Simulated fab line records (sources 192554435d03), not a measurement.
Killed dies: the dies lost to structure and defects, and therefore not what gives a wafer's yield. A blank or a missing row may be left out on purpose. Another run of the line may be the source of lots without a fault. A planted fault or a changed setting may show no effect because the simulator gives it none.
Split-lot study || flow n5-finfet || on a route of 1938 steps: 7 lots, 39 wafers read

## ON THE SPLIT
At N5_BEOL_M3_HM_DEP_02 (deposits TiN, target thk 20 nm), the setting target-thk-a was moved away from the recipe's 200 angstrom on 15 of the 39 wafers read, by -58.7% to +34.1%. The other wafers ran this setting at the recipe's value.

## FROM THE SPLIT TO THE READING: what the file shows between them, 4 steps
- N5_BEOL_M3_COAT_61: time 60 s, resist thk 60 nm
- N5_BEOL_M3_COAT_62: time 60 s, resist thk 12 nm
- N5_BEOL_M3_STRIP_75: strips in N2/H2
- N5_BEOL_M3_STRIP_66: strips in CF4

## THE READING
oes-product-au, in a.u., at N5_BEOL_M3_HM_OPEN_17 (chemistry Cl2/BCl3, target TiN, target depth 20 nm, overetch 6 nm). On this fab line, fault-free wafers typically give 0.70 a.u. with a standard deviation of 0.07 a.u.

{"wafer": "L077.1", "tool, chamber at the split": "pvd-sputter-01, -", "target-thk-a as run, angstrom": 200, "against the recipe": "recipe", "oes-product-au, a.u.": 0.72, "against lot-mates on the recipe": "-"}
{"wafer": "L077.2", "tool, chamber at the split": "pvd-sputter-01, -", "target-thk-a as run, angstrom": 200, "against the recipe": "recipe", "oes-product-au, a.u.": 0.73, "against lot-mates on the recipe": "-"}
{"wafer": "L077.3", "tool, chamber at the split": "pvd-sputter-01, -", "target-thk-a as run, angstrom": 268.2, "against the recipe": "+34.1%", "oes-product-au, a.u.": 0.83, "against lot-mates on the recipe": "+0.11"}
{"wafer": "L077.4", "tool, chamber at the split": "pvd-sputter-01, -", "target-thk-a as run, angstrom": 200, "against the recipe": "recipe", "oes-product-au, a.u.": 0.72, "against lot-mates on the recipe": "-"}
{"wafer": "L077.5", "tool, chamber at the split": "pvd-sputter-01, -", "target-thk-a as run, angstrom": 268.2, "against the recipe": "+34.1%", "oes-product-au, a.u.": 0.83, "against lot-mates on the recipe": "+0.11"}
{"wafer": "L077.6", "tool, chamber at the split": "pvd-sputter-01, -", "target-thk-a as run, angstrom": 268.2, "against the recipe": "+34.1%", "oes-product-au, a.u.": 0.84, "against lot-mates on the recipe": "+0.12"}
{"wafer": "L081.1", "tool, chamber at the split": "pvd-sputter-01, -", "target-thk-a as run, angstrom": 86.78, "against the recipe": "-56.6%", "oes-product-au, a.u.": 0.49, "against lot-mates on the recipe": -0.22}
{"wafer": "L081.2", "tool, chamber at the split": "pvd-sputter-01, -", "target-thk-a as run, angstrom": 200, "against the recipe": "recipe", "oes-product-au, a.u.": 0.71, "against lot-mates on the recipe": "-"}
{"wafer": "L081.3", "tool, chamber at the split": "pvd-sputter-01, -", "target-thk-a as run, angstrom": 200, "against the recipe": "recipe", "oes-product-au, a.u.": 0.71, "against lot-mates on the recipe": "-"}
{"wafer": "L081.4", "tool, chamber at the split": "pvd-sputter-01, -", "target-thk-a as run, angstrom": 86.78, "against the recipe": "-56.6%", "oes-product-au, a.u.": 0.48, "against lot-mates on the recipe": -0.23}
{"wafer": "L081.5", "tool, chamber at the split": "pvd-sputter-01, -", "target-thk-a as run, angstrom": 86.78, "against the recipe": "-56.6%", "oes-product-au, a.u.": 0.49, "against lot-mates on the recipe": -0.22}
{"wafer": "L081.6", "tool, chamber at the split": "pvd-sputter-01, -", "target-thk-a as run, angstrom": 200, "against the recipe": "recipe", "oes-product-au, a.u.": 0.72, "against lot-mates on the recipe": "-"}
{"wafer": "L082.2", "tool, chamber at the split": "pvd-sputter-01, -", "target-thk-a as run, angstrom": 200, "against the recipe": "recipe", "oes-product-au, a.u.": 0.80, "against lot-mates on the recipe": "-"}
{"wafer": "L082.3", "tool, chamber at the split": "pvd-sputter-01, -", "target-thk-a as run, angstrom": 200, "against the recipe": "recipe", "oes-product-au, a.u.": 0.80, "against lot-mates on the recipe": "-"}
{"wafer": "L082.5", "tool, chamber at the split": "pvd-sputter-01, -", "target-thk-a as run, angstrom": 200, "against the recipe": "recipe", "oes-product-au, a.u.": 0.80, "against lot-mates on the recipe": "-"}
{"wafer": "L088.1", "tool, chamber at the split": "pvd-sputter-01, -", "target-thk-a as run, angstrom": 116.1, "against the recipe": "-41.9%", "oes-product-au, a.u.": 0.54, "against lot-mates on the recipe": -0.17}
{"wafer": "L088.2", "tool, chamber at the split": "pvd-sputter-01, -", "target-thk-a as run, angstrom": 116.1, "against the recipe": "-41.9%", "oes-product-au, a.u.": 0.54, "against lot-mates on the recipe": -0.17}
{"wafer": "L088.3", "tool, chamber at the split": "pvd-sputter-01, -", "target-thk-a as run, angstrom": 200, "against the recipe": "recipe", "oes-product-au, a.u.": 0.71, "against lot-mates on the recipe": "-"}
{"wafer": "L088.4", "tool, chamber at the split": "pvd-sputter-01, -", "target-thk-a as run, angstrom": 116.1, "against the recipe": "-41.9%", "oes-product-au, a.u.": 0.53, "against lot-mates on the recipe": -0.18}
{"wafer": "L088.5", "tool, chamber at the split": "pvd-sputter-01, -", "target-thk-a as run, angstrom": 200, "against the recipe": "recipe", "oes-product-au, a.u.": 0.70, "against lot-mates on the recipe": "-"}
{"wafer": "L088.6", "tool, chamber at the split": "pvd-sputter-01, -", "target-thk-a as run, angstrom": 200, "against the recipe": "recipe", "oes-product-au, a.u.": 0.71, "against lot-mates on the recipe": "-"}
{"wafer": "L091.1", "tool, chamber at the split": "pvd-sputter-01, -", "target-thk-a as run, angstrom": 200, "against the recipe": "recipe", "oes-product-au, a.u.": 0.72, "against lot-mates on the recipe": "-"}
{"wafer": "L091.2", "tool, chamber at the split": "pvd-sputter-01, -", "target-thk-a as run, angstrom": 249.6, "against the recipe": "+24.8%", "oes-product-au, a.u.": 0.60, "against lot-mates on the recipe": -0.06}
{"wafer": "L091.3", "tool, chamber at the split": "pvd-sputter-01, -", "target-thk-a as run, angstrom": 200, "against the recipe": "recipe", "oes-product-au, a.u.": 0.73, "against lot-mates on the recipe": "-"}
{"wafer": "L091.4", "tool, chamber at the split": "pvd-sputter-01, -", "target-thk-a as run, angstrom": 249.6, "against the recipe": "+24.8%", "oes-product-au, a.u.": 0.61, "against lot-mates on the recipe": -0.05}
{"wafer": "L091.5", "tool, chamber at the split": "pvd-sputter-01, -", "target-thk-a as run, angstrom": 249.6, "against the recipe": "+24.8%", "oes-product-au, a.u.": 0.83, "against lot-mates on the recipe": "+0.17"}
{"wafer": "L091.6", "tool, chamber at the split": "pvd-sputter-01, -", "target-thk-a as run, angstrom": 200, "against the recipe": "recipe", "oes-product-au, a.u.": 0.53, "against lot-mates on the recipe": "-"}
{"wafer": "L096.1", "tool, chamber at the split": "pvd-sputter-01, -", "target-thk-a as run, angstrom": 200, "against the recipe": "recipe", "oes-product-au, a.u.": 0.74, "against lot-mates on the recipe": "-"}
{"wafer": "L096.2", "tool, chamber at the split": "pvd-sputter-01, -", "target-thk-a as run, angstrom": 200, "against the recipe": "recipe", "oes-product-au, a.u.": 0.73, "against lot-mates on the recipe": "-"}
{"wafer": "L096.3", "tool, chamber at the split": "pvd-sputter-01, -", "target-thk-a as run, angstrom": 200, "against the recipe": "recipe", "oes-product-au, a.u.": 0.73, "against lot-mates on the recipe": "-"}
{"wafer": "L096.4", "tool, chamber at the split": "pvd-sputter-01, -", "target-thk-a as run, angstrom": 200, "against the recipe": "recipe", "oes-product-au, a.u.": 0.74, "against lot-mates on the recipe": "-"}
{"wafer": "L096.5", "tool, chamber at the split": "pvd-sputter-01, -", "target-thk-a as run, angstrom": 200, "against the recipe": "recipe", "oes-product-au, a.u.": 0.73, "against lot-mates on the recipe": "-"}
{"wafer": "L096.6", "tool, chamber at the split": "pvd-sputter-01, -", "target-thk-a as run, angstrom": 200, "against the recipe": "recipe", "oes-product-au, a.u.": 0.74, "against lot-mates on the recipe": "-"}
{"wafer": "L097.1", "tool, chamber at the split": "pvd-sputter-02, -", "target-thk-a as run, angstrom": 200, "against the recipe": "recipe", "oes-product-au, a.u.": 0.70, "against lot-mates on the recipe": "-"}
{"wafer": "L097.2", "tool, chamber at the split": "pvd-sputter-02, -", "target-thk-a as run, angstrom": 82.67, "against the recipe": "-58.7%", "oes-product-au, a.u.": 0.46, "against lot-mates on the recipe": -0.24}
{"wafer": "L097.3", "tool, chamber at the split": "pvd-sputter-02, -", "target-thk-a as run, angstrom": 200, "against the recipe": "recipe", "oes-product-au, a.u.": 0.69, "against lot-mates on the recipe": "-"}
{"wafer": "L097.4", "tool, chamber at the split": "pvd-sputter-02, -", "target-thk-a as run, angstrom": 82.67, "against the recipe": "-58.7%", "oes-product-au, a.u.": 0.47, "against lot-mates on the recipe": -0.23}
{"wafer": "L097.5", "tool, chamber at the split": "pvd-sputter-02, -", "target-thk-a as run, angstrom": 200, "against the recipe": "recipe", "oes-product-au, a.u.": 0.70, "against lot-mates on the recipe": "-"}
{"wafer": "L097.6", "tool, chamber at the split": "pvd-sputter-02, -", "target-thk-a as run, angstrom": 82.67, "against the recipe": "-58.7%", "oes-product-au, a.u.": 0.46, "against lot-mates on the recipe": -0.24}

FIT RESULTS
A straight line over all 39 wafers: oes-product-au changes by +0.00364 a.u. for each +1% of target-thk-a; r = +0.85; the points scatter about the line by 0.062 a.u.
The same after taking each lot's own level away (the mean of its wafers on the recipe; 39 wafers): +0.00361 a.u. for each +1%; r = +0.91; scatter 0.045 a.u.
On that fit, the largest move of target-thk-a shifts the reading by 0.21 a.u.
The span of the lots' own levels, 0.660 to 0.800 a.u., comes to 2.0 times the standard deviation stated above.
So the lot-to-lot level changes the slope little: the two slopes agree.
Check: for one of the wafers moved furthest among these (-58.7%), held out of the fit, the line's prediction against its lot-mates is -0.221 a.u. It came out at -0.237 a.u. against them.

## ADDITIONAL SPLITS CARRIED BY THESE WAFERS
Before the reading, these wafers also passed through other splits. Each is held against what the fit with the lots' levels taken away leaves over:
{"other split on the same wafers": "N5_FIN_SAQP_HM_DEP_72 time-s", "wafers away from the commonest value": 12, "r with oes-product-au (lot level and that fit taken away)": "+0.05"}
{"other split on the same wafers": "N5_SD_EPI_N_EPI_21 time-s", "wafers away from the commonest value": 15, "r with oes-product-au (lot level and that fit taken away)": "+0.07"}
{"other split on the same wafers": "N5_HKMG_FIN_ALD_21 ald-cycles", "wafers away from the commonest value": 18, "r with oes-product-au (lot level and that fit taken away)": -0.02}
{"other split on the same wafers": "N5_MOL_CONTACT_COAG_ALD_133 ald-cycles", "wafers away from the commonest value": 15, "r with oes-product-au (lot level and that fit taken away)": -0.12}
{"other split on the same wafers": "N5_BEOL_M2_ILD_DEP_00 target-thk-a", "wafers away from the commonest value": 18, "r with oes-product-au (lot level and that fit taken away)": "+0.05"}

## THE WHOLE CHAIN: every reading that the file lists as answering this split, in the file's order
{"step": "N5_BEOL_M3_HM_DEP_02", "what it does": "deposits TiN, target thk 20 nm", "reading": "TiN_of_BEOL_M3_HM_DEP_02.thk-nm (the simulator's own value, which no gauge read)", "change (the file's fit)": "+0.203 nm for each +1% of the setting", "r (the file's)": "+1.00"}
{"step": "N5_BEOL_M3_HM_OPEN_17", "what it does": "chemistry Cl2/BCl3, target TiN, target depth 20 nm, overetch 6 nm", "reading": "oes-product-au", "change (the file's fit)": "+0.00369 a.u. for each +1% of the setting", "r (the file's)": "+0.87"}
{"step": "N5_BEOL_M3_HM_OPEN_17", "what it does": "chemistry Cl2/BCl3, target TiN, target depth 20 nm, overetch 6 nm", "reading": "etch.depth-nm (the simulator's own value, which no gauge read)", "change (the file's fit)": "+0.197 nm for each +1% of the setting", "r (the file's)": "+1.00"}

## THE FILE'S OWN FIT
oes-product-au changes by +0.00369 a.u. for each +1% of target-thk-a, r = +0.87.
